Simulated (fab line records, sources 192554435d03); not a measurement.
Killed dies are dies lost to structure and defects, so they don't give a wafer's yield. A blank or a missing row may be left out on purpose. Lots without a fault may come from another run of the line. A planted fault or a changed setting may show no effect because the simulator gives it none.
Chamber matching | flow n5_finfet | N5_BEOL_M8_ETCH_61 on rie_diel-06: 4 sister chambers
The step etches SiARC in CF4, target depth 45.5 nm, time 75.8 s. 14 wafers are shown with their chamber, then 7 later ones without.

WAFERS WITH THEIR CHAMBER
wafer  | chamber | showerhead_plenum_p_Torr (Torr) | throttle_valve_pct (%) | oes_product_au (a.u.)
L076.2 | 1       | 2.13                            | 15.55                  | 0.63
L076.4 | 0       | 2.26                            | 15.47                  | 0.71
L076.5 | 0       | 2.26                            | 15.46                  | 0.71
L077.2 | 0       | 2.26                            | 15.47                  | 0.70
L077.4 | 2       | 2.09                            | 15.37                  | 0.77
L077.5 | 1       | 2.13                            | 15.55                  | 0.62
L080.1 | 0       | 2.26                            | 15.48                  | 0.69
L080.3 | 2       | 2.09                            | 15.40                  | 0.76
L080.4 | 3       | 2.03                            | 15.77                  | 0.58
L082.1 | 0       | 2.25                            | 15.50                  | 0.69
L082.3 | 1       | 2.12                            | 15.59                  | 0.62
L082.4 | 0       | 2.25                            | 15.48                  | 0.69
L086.1 | 0       | 2.25                            | 15.52                  | 0.67
L086.2 | 1       | 2.12                            | 15.60                  | 0.60

SIGNATURES (means of the wafers above)
reading                  | chamber 0 | chamber 1 | chamber 2 | chamber 3 | scatter within a chamber
showerhead_plenum_p_Torr | 2.2557    | 2.1250    | 2.0900    | 2.0300    | 0.00521
throttle_valve_pct       | 15.4829   | 15.5725   | 15.3850   | 15.7700   | 0.0225
oes_product_au           | 0.6943    | 0.6175    | 0.7650    | 0.5800    | 0.013
Rule: a wafer's distance from a chamber is the root of the sum, over the readings, of the square of ((its reading less the chamber's mean) divided by the reading's scatter). The wafer belongs to the nearest chamber; if the next one is less than 2 further off, it can't be placed. The scatter: the root of (the sum of the squares of (reading less its chamber's mean) over the shown wafers, divided by (wafers less chambers)).

WAFERS WITHOUT THEIR CHAMBER
wafer  | showerhead_plenum_p_Torr (Torr) | throttle_valve_pct (%) | oes_product_au (a.u.)
L086.6 | 2.12                            | 15.61                  | 0.60
L090.1 | 2.25                            | 15.52                  | 0.67
L090.2 | 2.12                            | 15.61                  | 0.60
L090.4 | 2.08                            | 15.46                  | 0.72
L096.1 | 2.24                            | 15.57                  | 0.66
L096.5 | 2.11                            | 15.63                  | 0.59
L096.6 | 2.24                            | 15.58                  | 0.66

WHICH CHAMBER EACH WENT THROUGH
wafer  | from the rows above | in truth
L086.6 | 1                   | 1
L090.1 | 0                   | 0
L090.2 | 1                   | 1
L090.4 | 2                   | 2
L096.1 | 0                   | 0
L096.5 | 1                   | 1
L096.6 | 0                   | 0
Placed correctly: 7 of 7. Can't be placed from these rows: 0. Placed wrongly: 0.
